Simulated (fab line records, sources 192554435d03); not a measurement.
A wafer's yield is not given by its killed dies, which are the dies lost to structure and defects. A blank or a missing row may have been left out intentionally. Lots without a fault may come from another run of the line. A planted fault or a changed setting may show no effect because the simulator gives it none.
fab line records :: flow n5Finfet
record:
  lots: 6
  wafers: 18
  lastDay: 20
route steps=1938 shown HKMG_FIN@450 PASSIVATION@1936
lots that met no fault: taken from a fault-free run of the same line
startH: hours from the record's first day to the start of the lot's first wafer shown :: waitH: time in hours since the lot's previous step :: " same as the row above :: L1.1+2: a row that stands for several wafers :: - value missing, or start not given :: * or withheld: withheld :: < > ~ a bound
route shown NAME@n: a module of which the file shows steps, and the number in the route of the first :: usual: mean/standard deviation of fault-free wafers :: same: alike in all rows :: chamber/n: place in a boat :: sites: each site's reading :: _std_site: how widely they spread, as a standard deviation :: _edge_site: inner sites' mean taken away from outer sites' mean :: radiusMm: for every site, how far away it sits from the centre of the wafer :: mask NAME#n: copy n :: behind: tool/chamber where the wafer was last shaped :: hold: cause of the lot's hold/its duration in hours/its outcome :: device: names the non-switching transistor (n, p or np) :: end of line: the same wafers' tests at the end of the route :: step lacking rows: just its recipe :: killed: dies lost to structure and defects at the first sort, not the wafer's yield :: map: a wafer's dies, x killed, . not, _ none there
set.NAME: the setting as run; set.NAME@STEP: as run at that earlier step :: model.NAME: the simulator's own value behind a step, which no gauge read
lots seen at some steps along the route; tables by step, rows by wafer
services: when a tool's chamber went out of use (startH, in hours from the record's first day, below 0 if earlier), for how many hours, and the reason
== steps ==
step: N5_HKMG_FIN_COAT_66
recipe:
  resist: SOC
  tempC: 250
  timeS: 60
  spinRpm: 1500
  resistThkNm: 300
step: N5_HKMG_FIN_ETCH_67
recipe:
  chemistry: N2/H2
  target: SOC
  targetDepthA: 3889
  stopOn: TiN
  ionEnergyEv: 100
  biasW: 61
  pressureMtorr: 30
  sourceW: 850
  n2FlowSccm: 200
  h2FlowSccm: 200
usual:
  drypumpMotorCurrentA: 5.7/0.44
  oesProductAu: 0.74/0.064
  rfVppV: 241.0/1
  showerheadPlenumPTorr: 2.57/0.047
  throttleValvePct: 17.83/0.19
lot.wafer: L941.1
tool: rieDiel-05
chamber: 2
startH: 78.21
waitH: -
drypumpMotorCurrentA: 5.7
oesProductAu: 0.75
rfHoursCounterH: 167
rfVppV: 240.1
showerheadPlenumPTorr: 2.53
throttleValvePct: 17.59

lot.wafer: L941.2
tool: rieDiel-05
chamber: 0
startH: 78.21
waitH: -
drypumpMotorCurrentA: 6.2
oesProductAu: 0.78
rfHoursCounterH: 98
rfVppV: 241.8
showerheadPlenumPTorr: 2.56
throttleValvePct: 17.76

lot.wafer: L941.6
tool: rieDiel-05
chamber: 0
startH: 78.21
waitH: -
drypumpMotorCurrentA: 6.2
oesProductAu: 0.77
rfHoursCounterH: -
rfVppV: 240.4
showerheadPlenumPTorr: 2.56
throttleValvePct: 17.76

lot.wafer: L942.1
tool: rieDiel-05
chamber: 3
startH: 85.60
waitH: -
drypumpMotorCurrentA: 5.5
oesProductAu: 0.76
rfHoursCounterH: 140
rfVppV: 241.7
showerheadPlenumPTorr: 2.66
throttleValvePct: 17.70

lot.wafer: L942.3
tool: rieDiel-05
chamber: 2
startH: 85.60
waitH: -
drypumpMotorCurrentA: 5.7
oesProductAu: 0.74
rfHoursCounterH: 170
rfVppV: 241.2
showerheadPlenumPTorr: 2.53
throttleValvePct: 17.61

lot.wafer: L942.5
tool: rieDiel-05
chamber: 3
startH: 85.60
waitH: -
drypumpMotorCurrentA: 5.5
oesProductAu: 0.75
rfHoursCounterH: -
rfVppV: 242.2
showerheadPlenumPTorr: 2.66
throttleValvePct: 17.72

lot.wafer: L959.1
tool: rieDiel-02
chamber: 2
startH: 194.82
waitH: -
drypumpMotorCurrentA: 4.9
oesProductAu: 0.74
rfHoursCounterH: 166
rfVppV: 240.5
showerheadPlenumPTorr: 2.53
throttleValvePct: 18.12

lot.wafer: L959.5
tool: rieDiel-02
chamber: 2
startH: 194.82
waitH: -
drypumpMotorCurrentA: 4.9
oesProductAu: 0.73
rfHoursCounterH: -
rfVppV: 240.6
showerheadPlenumPTorr: 2.54
throttleValvePct: 18.11

lot.wafer: L959.6
tool: rieDiel-02
chamber: 1
startH: 194.82
waitH: -
drypumpMotorCurrentA: 5.7
oesProductAu: 0.73
rfHoursCounterH: -
rfVppV: 240.9
showerheadPlenumPTorr: 2.54
throttleValvePct: 17.96

lot.wafer: L962.2
tool: rieDiel-02
chamber: 0
startH: 215.00
waitH: -
drypumpMotorCurrentA: 6.2
oesProductAu: 0.82
rfHoursCounterH: 72
rfVppV: 240.9
showerheadPlenumPTorr: 2.57
throttleValvePct: 17.70

lot.wafer: L962.3
tool: rieDiel-02
chamber: 1
startH: 215.00
waitH: -
drypumpMotorCurrentA: 5.7
oesProductAu: 0.72
rfHoursCounterH: 188
rfVppV: 241.5
showerheadPlenumPTorr: 2.53
throttleValvePct: 17.94

lot.wafer: L962.5
tool: rieDiel-02
chamber: 2
startH: 215.00
waitH: -
drypumpMotorCurrentA: 4.9
oesProductAu: 0.72
rfHoursCounterH: -
rfVppV: 240.7
showerheadPlenumPTorr: 2.53
throttleValvePct: 18.12

lot.wafer: L964.3
tool: rieDiel-04
chamber: 3
startH: 217.61
waitH: -
drypumpMotorCurrentA: 5.3
oesProductAu: 0.67
rfHoursCounterH: 230
rfVppV: 240.5
showerheadPlenumPTorr: 2.61
throttleValvePct: 18.05

lot.wafer: L964.4
tool: rieDiel-04
chamber: 2
startH: 217.61
waitH: -
drypumpMotorCurrentA: 6.2
oesProductAu: 0.72
rfHoursCounterH: 197
rfVppV: 239.8
showerheadPlenumPTorr: 2.52
throttleValvePct: 17.80

lot.wafer: L964.5
tool: rieDiel-04
chamber: 0
startH: 217.61
waitH: -
drypumpMotorCurrentA: 6.0
oesProductAu: 0.66
rfHoursCounterH: -
rfVppV: 239.5
showerheadPlenumPTorr: 2.51
throttleValvePct: 17.82

lot.wafer: L963.2
tool: rieDiel-04
chamber: 1
startH: 221.10
waitH: -
drypumpMotorCurrentA: 5.3
oesProductAu: 0.67
rfHoursCounterH: 224
rfVppV: 242.0
showerheadPlenumPTorr: 2.62
throttleValvePct: 17.83

lot.wafer: L963.4
tool: rieDiel-04
chamber: 0
startH: 221.10
waitH: -
drypumpMotorCurrentA: 6.0
oesProductAu: 0.66
rfHoursCounterH: 241
rfVppV: 239.7
showerheadPlenumPTorr: 2.51
throttleValvePct: 17.81

lot.wafer: L963.5
tool: rieDiel-04
chamber: 0
startH: 221.10
waitH: -
drypumpMotorCurrentA: 6.0
oesProductAu: 0.66
rfHoursCounterH: -
rfVppV: 241.9
showerheadPlenumPTorr: 2.51
throttleValvePct: 17.80
step: N5_HKMG_FIN_STRIP_90
recipe:
  chemistry: N2/H2
  material: SOC
  timeS: 20
  powerW: 500
  tempC: 40
  pressureMtorr: 50
  rfFrequencyHz: 6e+07
  biasPowerW: 8
  h2Frac: 0.5
  n2FlowSccm: 300
  h2FlowSccm: 300
step: N5_HKMG_FIN_WET_ETCH_73
recipe:
  chemistry: SC1
  mix: 1:2:40
  tempC: 50
  timeS: 42.3
  targetDepthNm: 1.3
  dry: ipaMarangoni
  rinseTimeS: 30
  rinseTempC: 23
step: N5_HKMG_FIN_ETCHBACK_68
recipe:
  chemistry: Cl2/Ar
  stopOn: HfO2
  targetDepthA: 5
  pressureMtorr: 10
  icpW: 600
  biasW: 60
  Cl2_flow_sccm: 40
  Ar_flow_sccm: 60
step: N5_HKMG_FIN_STRIP_69
recipe:
  chemistry: N2/H2
  powerW: 2500
  tempC: 300
  h2Frac: 0.65
  timeS: 360
  pressureMtorr: withheld
  n2FlowSccm: 1750
  h2FlowSccm: 3250
usual:
  drypumpMotorCurrentA: 5.25/0.2
  heaterPowerW: 481/29
lot.wafer: L941.1
tool: plasmaAsher-02
chamber: 1
startH: 78.60
waitH: 0.1
drypumpMotorCurrentA: 5.32
heaterPowerW: 498
rfHoursCounterH: 37

lot.wafer: L941.2
tool: plasmaAsher-02
chamber: 0
startH: 78.60
waitH: 0.1
drypumpMotorCurrentA: 5.40
heaterPowerW: 490
rfHoursCounterH: 37

lot.wafer: L941.6
tool: plasmaAsher-02
chamber: 0
startH: 78.60
waitH: 0.1
drypumpMotorCurrentA: 5.37
heaterPowerW: 498
rfHoursCounterH: -

lot.wafer: L942.1
tool: plasmaAsher-02
chamber: 1
startH: 86.08
waitH: 0.2
drypumpMotorCurrentA: 5.35
heaterPowerW: 508
rfHoursCounterH: 38

lot.wafer: L942.3
tool: plasmaAsher-02
chamber: 0
startH: 86.08
waitH: 0.2
drypumpMotorCurrentA: 5.39
heaterPowerW: 502
rfHoursCounterH: -

lot.wafer: L942.5
tool: plasmaAsher-02
chamber: 1
startH: 86.08
waitH: 0.2
drypumpMotorCurrentA: 5.32
heaterPowerW: 507
rfHoursCounterH: -

lot.wafer: L959.1
tool: plasmaAsher-01
chamber: 1
startH: 195.18
waitH: 0.1
drypumpMotorCurrentA: 4.89
heaterPowerW: 436
rfHoursCounterH: 109

lot.wafer: L959.5
tool: plasmaAsher-01
chamber: 0
startH: 195.18
waitH: 0.1
drypumpMotorCurrentA: 5.36
heaterPowerW: 489
rfHoursCounterH: -

lot.wafer: L959.6
tool: plasmaAsher-01
chamber: 1
startH: 195.18
waitH: 0.1
drypumpMotorCurrentA: 4.87
heaterPowerW: 427
rfHoursCounterH: -

lot.wafer: L962.2
tool: plasmaAsher-01
chamber: 0
startH: 215.36
waitH: 0.1
drypumpMotorCurrentA: 5.35
heaterPowerW: 479
rfHoursCounterH: 113

lot.wafer: L962.3
tool: plasmaAsher-01
chamber: 0
startH: 215.36
waitH: 0.1
drypumpMotorCurrentA: 5.39
heaterPowerW: 479
rfHoursCounterH: -

lot.wafer: L962.5
tool: plasmaAsher-01
chamber: 0
startH: 215.36
waitH: 0.1
drypumpMotorCurrentA: 5.37
heaterPowerW: 488
rfHoursCounterH: -

lot.wafer: L964.3
tool: plasmaAsher-01
chamber: 0
startH: 218.08
waitH: 0.2
drypumpMotorCurrentA: 5.38
heaterPowerW: 486
rfHoursCounterH: -

lot.wafer: L964.4
tool: plasmaAsher-01
chamber: 1
startH: 218.08
waitH: 0.2
drypumpMotorCurrentA: 4.90
heaterPowerW: 439
rfHoursCounterH: -

lot.wafer: L964.5
tool: plasmaAsher-01
chamber: 1
startH: 218.08
waitH: 0.2
drypumpMotorCurrentA: 4.92
heaterPowerW: 438
rfHoursCounterH: -

lot.wafer: L963.2
tool: plasmaAsher-01
chamber: 0
startH: 221.46
waitH: 0.1
drypumpMotorCurrentA: 5.37
heaterPowerW: 483
rfHoursCounterH: 115

lot.wafer: L963.4
tool: plasmaAsher-01
chamber: 1
startH: 221.46
waitH: 0.1
drypumpMotorCurrentA: 4.90
heaterPowerW: 431
rfHoursCounterH: -

lot.wafer: L963.5
tool: plasmaAsher-01
chamber: 0
startH: 221.46
waitH: 0.1
drypumpMotorCurrentA: 5.40
heaterPowerW: 482
rfHoursCounterH: -
step: N5_HKMG_FIN_ALD_21
recipe:
  material: TiN
  targetThkA: 15
  tempC: 400
  aldPrecursorFamily: TiCl4
  aldCoReactant: NH3
  pulseTimeS: 1
  purgeTimeS: 3
  coReactantPurgeTimeS: 2
  coReactantPulseTimeS: 2
  aldCycles: 68
  pressureTorr: 3
step: N5_HKMG_FIN_ALD_72
recipe:
  material: W
  targetThkA: 20
  tempC: 300
  pressureTorr: 7.5
  aldPrecursorFamily: WF6
  aldCoReactant: B2H6
  pulseTimeS: 1
  purgeTimeS: 2
  coReactantPurgeTimeS: 2
  coReactantPulseTimeS: 3
  aldCycles: 7
usual:
  heaterPowerW: 474/46
  precursorPulseHeightRel: 1.000/0.019
same:
  aldCycles: 7
  coReactantPulseTimeS: 3
lot.wafer: L941.1
tool: cvdW-02
chamber: 1
startH: 79.35
waitH: 0.2
heaterPowerW: 476
precursorPulseHeightRel: 1.017

lot.wafer: L941.2
tool: cvdW-02
chamber: 0
startH: 79.35
waitH: 0.2
heaterPowerW: 493
precursorPulseHeightRel: 0.998

lot.wafer: L941.6
tool: cvdW-02
chamber: 1
startH: 79.35
waitH: 0.2
heaterPowerW: 467
precursorPulseHeightRel: 1.009

lot.wafer: L942.1
tool: cvdW-02
chamber: 0
startH: 86.83
waitH: 0.2
heaterPowerW: 487
precursorPulseHeightRel: 1.044

lot.wafer: L942.3
tool: cvdW-02
chamber: 0
startH: 86.83
waitH: 0.2
heaterPowerW: 484
precursorPulseHeightRel: 0.998

lot.wafer: L942.5
tool: cvdW-02
chamber: 0
startH: 86.83
waitH: 0.2
heaterPowerW: 476
precursorPulseHeightRel: 0.979

lot.wafer: L959.1
tool: cvdW-01
chamber: 1
startH: 195.93
waitH: 0.2
heaterPowerW: 547
precursorPulseHeightRel: 1.021

lot.wafer: L959.5
tool: cvdW-01
chamber: 1
startH: 195.93
waitH: 0.2
heaterPowerW: 558
precursorPulseHeightRel: 0.996

lot.wafer: L959.6
tool: cvdW-01
chamber: 0
startH: 195.93
waitH: 0.2
heaterPowerW: 417
precursorPulseHeightRel: 0.948

lot.wafer: L962.2
tool: cvdW-02
chamber: 1
startH: 216.10
waitH: 0.2
heaterPowerW: 466
precursorPulseHeightRel: 0.999

lot.wafer: L962.3
tool: cvdW-02
chamber: 1
startH: 216.10
waitH: 0.2
heaterPowerW: 463
precursorPulseHeightRel: 1.014

lot.wafer: L962.5
tool: cvdW-02
chamber: 1
startH: 216.10
waitH: 0.2
heaterPowerW: 467
precursorPulseHeightRel: 0.978

lot.wafer: L964.3
tool: cvdW-02
chamber: 1
startH: 218.73
waitH: 0.2
heaterPowerW: 459
precursorPulseHeightRel: 1.000

lot.wafer: L964.4
tool: cvdW-02
chamber: 0
startH: 218.73
waitH: 0.2
heaterPowerW: 483
precursorPulseHeightRel: 0.994

lot.wafer: L964.5
tool: cvdW-02
chamber: 1
startH: 218.73
waitH: 0.2
heaterPowerW: 457
precursorPulseHeightRel: 1.007

lot.wafer: L963.2
tool: cvdW-02
chamber: 1
startH: 222.20
waitH: 0.2
heaterPowerW: 443
precursorPulseHeightRel: 0.962

lot.wafer: L963.4
tool: cvdW-02
chamber: 0
startH: 222.20
waitH: 0.2
heaterPowerW: 488
precursorPulseHeightRel: 0.996

lot.wafer: L963.5
tool: cvdW-02
chamber: 0
startH: 222.20
waitH: 0.2
heaterPowerW: 482
precursorPulseHeightRel: 1.000
step: N5_HKMG_FIN_W_FILL_22
recipe:
  material: W
  targetThkA: 600
  tempC: 400
  pressureTorr: 39.4
  timeS: 18.2
usual:
  heaterPowerW: 849/83
  throttleValvePct: 19.0/0.86
lot.wafer: L941.1
tool: cvdW-02
chamber: 1
startH: 79.41
waitH: 0.0
heaterPowerW: 814
throttleValvePct: 18.9

lot.wafer: L941.2
tool: cvdW-02
chamber: 0
startH: 79.41
waitH: 0.0
heaterPowerW: 870
throttleValvePct: 17.9

lot.wafer: L941.6
tool: cvdW-02
chamber: 1
startH: 79.41
waitH: 0.0
heaterPowerW: 829
throttleValvePct: 18.9

lot.wafer: L942.1
tool: cvdW-02
chamber: 0
startH: 86.89
waitH: 0.0
heaterPowerW: 876
throttleValvePct: 17.9

lot.wafer: L942.3
tool: cvdW-02
chamber: 0
startH: 86.89
waitH: 0.0
heaterPowerW: 872
throttleValvePct: 17.8

lot.wafer: L942.5
tool: cvdW-02
chamber: 0
startH: 86.89
waitH: 0.0
heaterPowerW: 873
throttleValvePct: 17.9

lot.wafer: L959.1
tool: cvdW-01
chamber: 1
startH: 195.99
waitH: 0.0
heaterPowerW: 979
throttleValvePct: 18.6

lot.wafer: L959.5
tool: cvdW-01
chamber: 1
startH: 195.99
waitH: 0.0
heaterPowerW: 976
throttleValvePct: 18.6

lot.wafer: L959.6
tool: cvdW-01
chamber: 0
startH: 195.99
waitH: 0.0
heaterPowerW: 750
throttleValvePct: 20.6

lot.wafer: L962.2
tool: cvdW-02
chamber: 1
startH: 216.16
waitH: 0.0
heaterPowerW: 810
throttleValvePct: 19.1

lot.wafer: L962.3
tool: cvdW-02
chamber: 1
startH: 216.16
waitH: 0.0
heaterPowerW: 830
throttleValvePct: 19.0

lot.wafer: L962.5
tool: cvdW-02
chamber: 1
startH: 216.16
waitH: 0.0
heaterPowerW: 823
throttleValvePct: 19.0

lot.wafer: L964.3
tool: cvdW-02
chamber: 1
startH: 218.78
waitH: 0.0
heaterPowerW: 847
throttleValvePct: 19.4

lot.wafer: L964.4
tool: cvdW-02
chamber: 0
startH: 218.78
waitH: 0.0
heaterPowerW: 857
throttleValvePct: 18.2

lot.wafer: L964.5
tool: cvdW-02
chamber: 1
startH: 218.78
waitH: 0.0
heaterPowerW: 837
throttleValvePct: 19.0

lot.wafer: L963.2
tool: cvdW-02
chamber: 1
startH: 222.27
waitH: 0.0
heaterPowerW: 839
throttleValvePct: 18.9

lot.wafer: L963.4
tool: cvdW-02
chamber: 0
startH: 222.27
waitH: 0.0
heaterPowerW: 867
throttleValvePct: 18.0

lot.wafer: L963.5
tool: cvdW-02
chamber: 0
startH: 222.27
waitH: 0.0
heaterPowerW: 866
throttleValvePct: 18.1
step: N5_HKMG_FIN_PRECLEAN_83
recipe:
  chemistry: DIW
  timeS: 57.5
  tempC: 23
step: N5_HKMG_FIN_SRD_84
recipe:
  dryTimeS: 32
  dry: n2Spin
  spinRpm: 1500
step: N5_HKMG_FIN_CMP_23
recipe:
  stopOn: SiNx
  tOverpolishS: 10
  postCmpClean: rinseOnly
  downForcePsi: 4
  platenRpm: 50.289
  padVelocityMS: 1.0006
  targetThkNm: 46.326
usual:
  headPressurePsi: 3.999/0.0082
  motorCurrentA: 12.4/1.3
  overpolishRunS: 9.999/0.021
  slurryFilterDpKPa: 13.51/0.14
  timeToEndpointS: 12.3/2.2
same:
  tOverpolishS: 10
lot.wafer: L941.1
tool: cmp-03
chamber: 2
startH: 79.52
waitH: 0.0
headPressurePsi: 4.001
motorCurrentA: 12.9
overpolishRunS: 9.985
slurryFilterDpKPa: 13.62
timeToEndpointS: 9.6

lot.wafer: L941.2
tool: cmp-03
chamber: 1
startH: 79.52
waitH: 0.0
headPressurePsi: 3.998
motorCurrentA: 12.7
overpolishRunS: 10.013
slurryFilterDpKPa: 13.48
timeToEndpointS: 10.7

lot.wafer: L941.6
tool: cmp-03
chamber: 3
startH: 79.52
waitH: 0.0
headPressurePsi: 4.010
motorCurrentA: 12.9
overpolishRunS: 9.996
slurryFilterDpKPa: 13.49
timeToEndpointS: 11.9

lot.wafer: L942.1
tool: cmp-01
chamber: 0
startH: 87.00
waitH: 0.0
headPressurePsi: 4.011
motorCurrentA: 10.7
overpolishRunS: 10.012
slurryFilterDpKPa: 13.72
timeToEndpointS: 16.0

lot.wafer: L942.3
tool: cmp-01
chamber: 3
startH: 87.00
waitH: 0.0
headPressurePsi: 4.001
motorCurrentA: 12.5
overpolishRunS: 9.996
slurryFilterDpKPa: 13.48
timeToEndpointS: 15.4

lot.wafer: L942.5
tool: cmp-01
chamber: 1
startH: 87.00
waitH: 0.0
headPressurePsi: 4.007
motorCurrentA: 11.9
overpolishRunS: 10.002
slurryFilterDpKPa: 13.57
timeToEndpointS: 12.9

lot.wafer: L959.1
tool: cmp-03
chamber: 2
startH: 196.18
waitH: 0.1
headPressurePsi: 3.999
motorCurrentA: 13.4
overpolishRunS: 10.017
slurryFilterDpKPa: 13.57
timeToEndpointS: 8.1

lot.wafer: L959.6
tool: cmp-03
chamber: 1
startH: 196.18
waitH: 0.1
headPressurePsi: 3.986
motorCurrentA: 13.4
overpolishRunS: 10.005
slurryFilterDpKPa: 13.32
timeToEndpointS: 11.8

lot.wafer: L959.5
tool: cmp-03
chamber: 2
startH: 196.18
waitH: 0.1
headPressurePsi: 4.003
motorCurrentA: 12.8
overpolishRunS: 9.989
slurryFilterDpKPa: 13.49
timeToEndpointS: 11.0

lot.wafer: L962.2
tool: cmp-03
chamber: 2
startH: 216.27
waitH: 0.0
headPressurePsi: 4.003
motorCurrentA: 13.5
overpolishRunS: 10.010
slurryFilterDpKPa: 13.57
timeToEndpointS: 11.1

lot.wafer: L962.3
tool: cmp-03
chamber: 3
startH: 216.27
waitH: 0.0
headPressurePsi: 4.007
motorCurrentA: 13.2
overpolishRunS: 10.007
slurryFilterDpKPa: 13.44
timeToEndpointS: 12.0

lot.wafer: L962.5
tool: cmp-03
chamber: 2
startH: 216.27
waitH: 0.0
headPressurePsi: 3.994
motorCurrentA: 12.4
overpolishRunS: 10.001
slurryFilterDpKPa: 13.45
timeToEndpointS: 9.6

lot.wafer: L964.3
tool: cmp-02
chamber: 1
startH: 218.96
waitH: 0.1
headPressurePsi: 4.010
motorCurrentA: 10.5
overpolishRunS: 9.770
slurryFilterDpKPa: 13.75
timeToEndpointS: 18.8

lot.wafer: L964.4
tool: cmp-02
chamber: 3
startH: 218.96
waitH: 0.1
headPressurePsi: 3.986
motorCurrentA: 11.6
overpolishRunS: 9.994
slurryFilterDpKPa: 13.43
timeToEndpointS: 12.9

lot.wafer: L964.5
tool: cmp-02
chamber: 0
startH: 218.96
waitH: 0.1
headPressurePsi: 4.001
motorCurrentA: 14.5
overpolishRunS: 10.013
slurryFilterDpKPa: 13.65
timeToEndpointS: 14.3

lot.wafer: L963.4
tool: cmp-02
chamber: 3
startH: 222.38
waitH: 0.0
headPressurePsi: 4.008
motorCurrentA: 11.4
overpolishRunS: 9.982
slurryFilterDpKPa: 13.75
timeToEndpointS: 16.0

lot.wafer: L963.2
tool: cmp-02
chamber: 2
startH: 222.38
waitH: 0.0
headPressurePsi: 3.994
motorCurrentA: 13.9
overpolishRunS: 10.022
slurryFilterDpKPa: 13.73
timeToEndpointS: 12.7

lot.wafer: L963.5
tool: cmp-02
chamber: 3
startH: 222.38
waitH: 0.0
headPressurePsi: 3.989
motorCurrentA: 11.5
overpolishRunS: 9.995
slurryFilterDpKPa: 13.64
timeToEndpointS: 14.6
step: N5_HKMG_FIN_CMP_94
recipe:
  stopOn: SiNx
  postCmpClean: wDiluteNh4oh
  tOverpolishS: 4.7
  downForcePsi: 4
  platenRpm: 50.289
  padVelocityMS: 1.0006
  targetThkNm: 43.299
usual:
  headPressurePsi: 4.000/0.0088
  motorCurrentA: 12.4/1.3
  slurryFilterDpKPa: 13.49/0.15
same:
  tOverpolishS: 4.7
lot.wafer: L941.1
tool: cmp-03
chamber: 2
startH: 80.00
waitH: 0.4
headPressurePsi: 3.999
motorCurrentA: 13.6
slurryFilterDpKPa: 13.25

lot.wafer: L941.2
tool: cmp-03
chamber: 1
startH: 80.00
waitH: 0.4
headPressurePsi: 4.003
motorCurrentA: 12.1
slurryFilterDpKPa: 13.49

lot.wafer: L941.6
tool: cmp-03
chamber: 3
startH: 80.00
waitH: 0.4
headPressurePsi: 4.010
motorCurrentA: 13.1
slurryFilterDpKPa: 13.37

lot.wafer: L942.1
tool: cmp-01
chamber: 0
startH: 87.48
waitH: 0.4
headPressurePsi: 3.997
motorCurrentA: 10.2
slurryFilterDpKPa: 13.52

lot.wafer: L942.3
tool: cmp-01
chamber: 3
startH: 87.48
waitH: 0.4
headPressurePsi: 4.009
motorCurrentA: 11.8
slurryFilterDpKPa: 13.62

lot.wafer: L942.5
tool: cmp-01
chamber: 1
startH: 87.48
waitH: 0.4
headPressurePsi: 3.974
motorCurrentA: 12.2
slurryFilterDpKPa: 13.46

lot.wafer: L959.1
tool: cmp-03
chamber: 2
startH: 196.61
waitH: 0.3
headPressurePsi: 3.727
motorCurrentA: 12.0
slurryFilterDpKPa: 13.38

lot.wafer: L959.6
tool: cmp-03
chamber: 1
startH: 196.61
waitH: 0.3
headPressurePsi: 3.709
motorCurrentA: 11.8
slurryFilterDpKPa: 13.41

lot.wafer: L959.5
tool: cmp-03
chamber: 2
startH: 196.61
waitH: 0.3
headPressurePsi: 3.720
motorCurrentA: 12.3
slurryFilterDpKPa: 13.60

lot.wafer: L962.2
tool: cmp-03
chamber: 2
startH: 216.75
waitH: 0.4
headPressurePsi: 3.721
motorCurrentA: 12.0
slurryFilterDpKPa: 13.59

lot.wafer: L962.3
tool: cmp-03
chamber: 3
startH: 216.75
waitH: 0.4
headPressurePsi: 3.721
motorCurrentA: 12.7
slurryFilterDpKPa: 13.39

lot.wafer: L962.5
tool: cmp-03
chamber: 2
startH: 216.75
waitH: 0.4
headPressurePsi: 3.734
motorCurrentA: 12.5
slurryFilterDpKPa: 13.33

lot.wafer: L964.3
tool: cmp-02
chamber: 1
startH: 219.39
waitH: 0.3
headPressurePsi: 4.014
motorCurrentA: 10.1
slurryFilterDpKPa: 13.32

lot.wafer: L964.4
tool: cmp-02
chamber: 3
startH: 219.39
waitH: 0.3
headPressurePsi: 4.008
motorCurrentA: 11.5
slurryFilterDpKPa: 13.73

lot.wafer: L964.5
tool: cmp-02
chamber: 0
startH: 219.39
waitH: 0.3
headPressurePsi: 4.003
motorCurrentA: 15.7
slurryFilterDpKPa: 13.40

lot.wafer: L963.4
tool: cmp-02
chamber: 3
startH: 222.86
waitH: 0.4
headPressurePsi: 3.979
motorCurrentA: 11.6
slurryFilterDpKPa: 13.67

lot.wafer: L963.2
tool: cmp-02
chamber: 2
startH: 222.86
waitH: 0.4
headPressurePsi: 4.016
motorCurrentA: 14.1
slurryFilterDpKPa: 13.46

lot.wafer: L963.5
tool: cmp-02
chamber: 3
startH: 222.86
waitH: 0.4
headPressurePsi: 3.989
motorCurrentA: 10.9
slurryFilterDpKPa: 13.43
step: N5_PASSIVATION_PROBE_49
usual:
  killed_at_M0_to_M3: 37/12
  killed_at_M4_up: 15/5.6
  killedAtContacts: 13/6.9
  killedAtFrontEnd: 40/11
  killedAtOther: 4/3.2
  killedDies: 109/20
  killedOpen: 73/15
  killedShort: 35/8.3
same:
  grossDies: 1180
  killedAtBackSide: 0
lot.wafer: L959.6
tool: prober-01
chamber: -
startH: 407.95
waitH: 0.4
killed_at_M0_to_M3: 49
killed_at_M4_up: 7
killedAtContacts: 32
killedAtFrontEnd: 46
killedAtOther: 5
killedDies: 139
killedOpen: 97
killedShort: 40
killed by level:class
L959.6 MOL_CONTACT_COAG:geometricParticle:open=26 BEOL_M0_SAQP:geometricParticle:short=13 BEOL_M3:geometricParticle:open=11 FIN_SAQP:geometricParticle:open=10 STI_FIN_REVEAL:geometricParticle:open=7 BEOL_M0_SAQP:geometricParticle:open=7 BEOL_M0:geometricParticle:open=7 GATE_CUT:geometricParticle:short=6
== services ==
tool: cmp-01
chamber: -
startH: 61.10
hours: 4.2
kind: repair

tool: rieDiel-02
chamber: -
startH: 71.96
hours: 1.9
kind: repair

tool: cmp-01
chamber: -
startH: 73.26
hours: 3.4
kind: repair

tool: cmp-02
chamber: -
startH: 75.15
hours: 0.4
kind: repair

tool: cmp-01
chamber: -
startH: 84.22
hours: 0.6
kind: repair

tool: cmp-02
chamber: -
startH: 85.64
hours: 1.9
kind: repair

tool: rieDiel-02
chamber: -
startH: 91.19
hours: 4.7
kind: repair

tool: cmp-01
chamber: -
startH: 95.81
hours: 1.8
kind: repair

tool: cmp-03
chamber: -
startH: 111.54
hours: 5.5
kind: pm

tool: cmp-03
chamber: -
startH: 117.19
hours: 1.3
kind: repair

tool: plasmaAsher-01
chamber: -
startH: 117.74
hours: 3.1
kind: repair

tool: cvdW-01
chamber: 1
startH: 122.01
hours: 12.1
kind: repair

tool: cmp-02
chamber: -
startH: 126.43
hours: 1.0
kind: repair

tool: cmp-03
chamber: -
startH: 137.22
hours: 3.4
kind: repair

tool: rieDiel-04
chamber: 1
startH: 137.43
hours: 26.9
kind: repair

tool: rieDiel-04
chamber: -
startH: 140.31
hours: 15.6
kind: pm

tool: plasmaAsher-02
chamber: -
startH: 150.58
hours: 0.7
kind: repair

tool: cmp-02
chamber: -
startH: 151.32
hours: 1.7
kind: repair

tool: cvdW-02
chamber: 0
startH: 177.20
hours: 13.3
kind: repair

tool: cmp-02
chamber: -
startH: 182.48
hours: 4.0
kind: pm

tool: rieDiel-02
chamber: -
startH: 187.57
hours: 0.5
kind: repair

tool: cmp-03
chamber: -
startH: 189.93
hours: 0.7
kind: repair

tool: cvdW-02
chamber: 1
startH: 190.19
hours: 1.3
kind: repair

tool: cmp-02
chamber: -
startH: 198.37
hours: 3.8
kind: pm
== key ==
firstSign:
  step: N5_HKMG_FIN_CMP_94
  reading: headPressurePsi
  direction: down
  sigmas: 32
  usual: 4.000
  struck: 3.722
effect none on later readings
metAt N5_HKMG_FIN_CMP_94
struckWafers L959.1,L959.5,L959.6,L962.2,L962.3,L962.5
testerLeftOut L959,L962
onsetBetween 80.00 196.61
fault:
  kind: processParameterDrift
  tool: cmp-03
  chamber: -
  onsetH: 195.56
  steps: N5_HKMG_FIN_CMP_94
  channel: downForcePsi
  offset: -0.27943
  shape: step
  endH: 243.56
  actsIn: theseRecipesOnly
  stated: 4
testerLeftOut: of these lots the tester's yield and bins aren't shown, on N5 and GAA mostly nor the transistor test; their killed dies are dies lost to structure and defects alone, not to doping, threshold or leakage, so they don't give the yield
